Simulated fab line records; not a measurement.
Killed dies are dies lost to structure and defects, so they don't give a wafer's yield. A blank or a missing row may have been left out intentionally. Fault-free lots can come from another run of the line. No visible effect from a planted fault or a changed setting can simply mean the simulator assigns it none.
Matching of chambers    flow n5Finfet    4 sister chambers for N5_BEOL_M13_ETCH_59 on rieDiel-03
The step etches BARC in N2/H2, target depth 89 nm, overetch 26.7 nm, time 67.9 s. 4 wafers are shown with their chamber, then 9 later ones without.

== WAFERS WITH THEIR CHAMBER ==
wafer   chamber  showerheadPlenumPTorr (Torr)
L564.3  2        2.41
L564.4  1        2.44
L567.5  3        2.65
L567.6  0        2.52

== WAFERS WITH NO CHAMBER GIVEN ==
wafer   showerheadPlenumPTorr (Torr)
L570.2  2.44
L570.3  2.65
L570.5  2.65
L571.1  2.64
L571.3  2.51
L571.5  2.41
L572.1  2.40
L572.2  2.43
L572.3  2.51

== WHICH CHAMBER EACH WENT THROUGH ==
wafer   from the rows above      in truth
L570.2  1                        1
L570.3  3                        3
L570.5  3                        3
L571.1  3                        3
L571.3  0                        0
L571.5  2                        2
L572.1  2                        2
L572.2  can't be placed: 1 or 2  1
L572.3  0                        0
Correct placement for 8 of the 9. These rows do not allow placing 1 (true chamber among the candidates in 1). Number placed wrongly: 0.
How it was worked out, from the rows above alone: a wafer's distance from a chamber is the root of the sum, over the readings, of the square of ((its reading less the chamber's mean) divided by the reading's scatter). If the next closest chamber is less than 2 further off than the closest, the wafer can't be placed; otherwise it belongs to the closest. The mean given for a chamber averages the wafers shown for that chamber. The scatter (one wafer shown for each chamber): square how far every hidden wafer sits from the nearest shown wafer, average those squares and take the square root.
